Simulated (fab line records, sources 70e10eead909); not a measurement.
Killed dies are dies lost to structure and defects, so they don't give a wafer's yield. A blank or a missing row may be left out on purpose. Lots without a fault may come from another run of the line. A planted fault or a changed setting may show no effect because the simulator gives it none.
Chamber matching | flow nand_harc | NHARC_P_GATE_ETCH_104 on rie_diel-11: 4 sister chambers
The step etches the open film in CF4/CHF3, target depth 60 nm. 4 wafers are shown with their chamber, then 7 later ones without.

WAFERS WITH THEIR CHAMBER
wafer  | chamber | showerhead_plenum_p_Torr (Torr)
L450.6 | 0       | 1.62
L452.5 | 1       | 1.64
L453.2 | 3       | 1.49
L453.3 | 2       | 1.57

WAFERS WITHOUT THEIR CHAMBER
wafer  | showerhead_plenum_p_Torr (Torr)
L453.4 | 1.62
L458.3 | 1.62
L458.4 | 1.57
L458.6 | 1.57
L461.1 | 1.64
L461.3 | 1.62
L461.4 | 1.48

WHICH CHAMBER EACH WENT THROUGH
wafer  | from the rows above | in truth
L453.4 | 0                   | 0
L458.3 | 0                   | 0
L458.4 | 2                   | 2
L458.6 | 2                   | 2
L461.1 | 1                   | 1
L461.3 | 0                   | 0
L461.4 | 3                   | 3
Placed correctly: 7 of 7. Can't be placed from these rows: 0. Placed wrongly: 0.
How it was worked out, from the rows above alone: a wafer's distance from a chamber is the root of the sum, over the readings, of the square of ((its reading less the chamber's mean) divided by the reading's scatter). The wafer belongs to the nearest chamber; if the next one is less than 2 further off, it can't be placed. A chamber's mean is the mean of its shown wafers. The scatter: with one shown wafer a chamber, the root of the mean of the squares of how far each hidden wafer lies from its nearest shown one.
